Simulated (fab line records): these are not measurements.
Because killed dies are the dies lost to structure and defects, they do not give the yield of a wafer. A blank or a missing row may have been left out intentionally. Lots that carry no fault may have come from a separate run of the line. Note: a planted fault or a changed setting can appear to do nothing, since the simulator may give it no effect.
Which of the tools did it? -- flow n5 finfet -- Sampling: 11 lots, 33 wafers, 4 of 1938 route steps

WHAT EACH GAUGE READ, for each wafer
N5_MIM_BOT_LITHO_OVL_MEAS_11. Usual: MIM_BOT_OVL 5 nm, standard deviation 7.1.
lot,measured,on,MIM_BOT_OVL (nm),flag
L987,day 12 12:50,overlay-02,6 -4 8,
L988,day 12 15:37,overlay-02,7 6 0,
L992,day 13 10:56,overlay-02,1 -10 5,
L101,day 16 14:13,overlay-02,3 -7 12,
L102,day 16 20:38,overlay-02,13 19 3,
L104,day 17 14:58,overlay-01,0 2 0,
L106,day 17 21:40,overlay-02,7 18 6,
L107,day 18 01:07,overlay-01,12 7 8,
L108,day 18 02:58,overlay-01,-4 -5 1,
L109,day 18 22:43,overlay-01,16 0 8,
L110,day 19 05:56,overlay-02,9 6 5,

TOOL THAT RAN EACH LOT (tool first, then ch and the chambers of the sampled wafers, then the start)
lot,N5_STI_FIN_REVEAL_ALD_00,N5_MIM_BOT_SPUTTER_00,N5_MIM_TOP_ETCH_PECVD_03
L987,"ald sin-02 ch 0,1,3, day 2 06:27","pvd sputter-02, day 12 10:11","pecvd-03 ch 0,1,2, day 12 11:49"
L988,"ald sin-02 ch 0,1,3, day 2 10:13","pvd sputter-02, day 12 13:23","pecvd-02 ch 0,2, day 12 15:07"
L992,"ald sin-02 ch 1,2,3, day 3 10:19","pvd sputter-02, day 13 08:35","pecvd-02 ch 1,2, day 13 10:32"
L101,"ald sin-01 ch 1,2, day 5 15:56","pvd sputter-01, day 16 08:38","pecvd-02 ch 0,2, day 16 13:42"
L102,"ald sin-01 ch 1,2,3, day 5 23:52","pvd sputter-03, day 16 17:46","pecvd-03 ch 1,2, day 16 20:15"
L104,"ald sin-04 ch 0,1, day 6 11:46","pvd sputter-02, day 17 12:06","pecvd-02 ch 0,1, day 17 14:34"
L106,"ald sin-02 ch 0,2,3, day 6 21:32","pvd sputter-02, day 17 19:00","pecvd-03 ch 1,2, day 17 21:16"
L107,"ald sin-04 ch 0,2,3, day 7 05:13","pvd sputter-02, day 17 21:19","pecvd-02 ch 0,2, day 18 00:44"
L108,"ald sin-04 ch 1,2, day 7 09:21","pvd sputter-02, day 18 00:37","pecvd-03 ch 1,2, day 18 02:34"
L109,"ald sin-02 ch 0,2,3, day 7 15:35","pvd sputter-02, day 18 19:08","pecvd-03 ch 0,1,2, day 18 22:12"
L110,"ald sin-04 ch 1,2, day 7 21:55","pvd sputter-02, day 19 03:40","pecvd-01 ch 0,1, day 19 05:33"
- N5_STI_FIN_REVEAL_ALD_00: deposits SiO2, target thk 1 nm, pulse time 1 s.
- N5_MIM_BOT_SPUTTER_00: material TiN, target thk 35 nm, time 89.7 s.
- N5_MIM_TOP_ETCH_PECVD_03: deposits SiNx from SiH4/NH3/N2, target thk 20 nm, time 17.6 s.

WHAT THE TOOLS THEMSELVES READ (means of the sampled wafers that have a number; where no wafer has one, the mark that the record gives instead)
N5_STI_FIN_REVEAL_ALD_00. Usual: heater power w 495 W, standard deviation 48; precursor pulse height rel 0.995, standard deviation 0.021.
lot,tool,heater power w (W),precursor pulse height rel,flag
L987,ald sin-02,482,1.004,
L988,ald sin-02,480,1.006,
L992,ald sin-02,528,0.994,
L101,ald sin-01,495,0.995,
L102,ald sin-01,459,1.008,
L104,ald sin-04,475,0.992,
L106,ald sin-02,498,0.988,
L107,ald sin-04,485,0.991,
L108,ald sin-04,471,1.025,
L109,ald sin-02,501,0.998,
L110,ald sin-04,475,0.985,

N5_MIM_BOT_SPUTTER_00. Usual: chamber pressure pa 0.4999 Pa, standard deviation 0.001; throttle valve pct 30.1 %, standard deviation 1.2.
lot,tool,chamber pressure pa (Pa),throttle valve pct (%),flag
L987,pvd sputter-02,0.4993,30.1,
L988,pvd sputter-02,0.4998,29.8,
L992,pvd sputter-02,0.4994,30.5,
L101,pvd sputter-01,0.5000,30.1,
L102,pvd sputter-03,0.4994,30.5,
L104,pvd sputter-02,0.5001,30.0,
L106,pvd sputter-02,0.4993,29.8,
L107,pvd sputter-02,0.4995,30.1,
L108,pvd sputter-02,0.4996,29.9,
L109,pvd sputter-02,0.5003,30.0,
L110,pvd sputter-02,0.5005,29.1,

N5_MIM_TOP_ETCH_PECVD_03. Usual: heater power w 717 W, standard deviation 78; showerhead plenum p Torr 5.15 Torr, standard deviation 0.051; throttle valve pct 41 %, standard deviation 3.5.
lot,tool,heater power w (W),showerhead plenum p Torr (Torr),throttle valve pct (%),flag
L987,pecvd-03,742,5.16,40,
L988,pecvd-02,682,5.12,39,
L992,pecvd-02,761,5.16,42,
L101,pecvd-02,825,5.17,38,
L102,pecvd-03,780,5.13,41,
L104,pecvd-02,679,5.08,42,
L106,pecvd-03,758,5.14,41,
L107,pecvd-02,749,5.18,38,
L108,pecvd-03,687,5.16,43,
L109,pecvd-03,743,5.15,41,
L110,pecvd-01,692,5.13,38,

THE ANSWER, worked out from the rows above alone
Rule: a lot is off if the mean of its wafers that have a number lies more than 3 standard deviations from the usual mean. A lot without any number at a reading at which 4 lots or more have one is off too. The other lots that the step has rows for count as sound. Order of review: gauges by route order, followed by the tools' own readings, for which a lot's mean as printed above is used. At the first step where some lot is off, the reading lying furthest off is the one used; lots without a number count as furthest.
Across all readings shown, no lot is off: no conclusion can be drawn from this.

WHAT HAD BEEN PUT IN BY THE SIMULATOR
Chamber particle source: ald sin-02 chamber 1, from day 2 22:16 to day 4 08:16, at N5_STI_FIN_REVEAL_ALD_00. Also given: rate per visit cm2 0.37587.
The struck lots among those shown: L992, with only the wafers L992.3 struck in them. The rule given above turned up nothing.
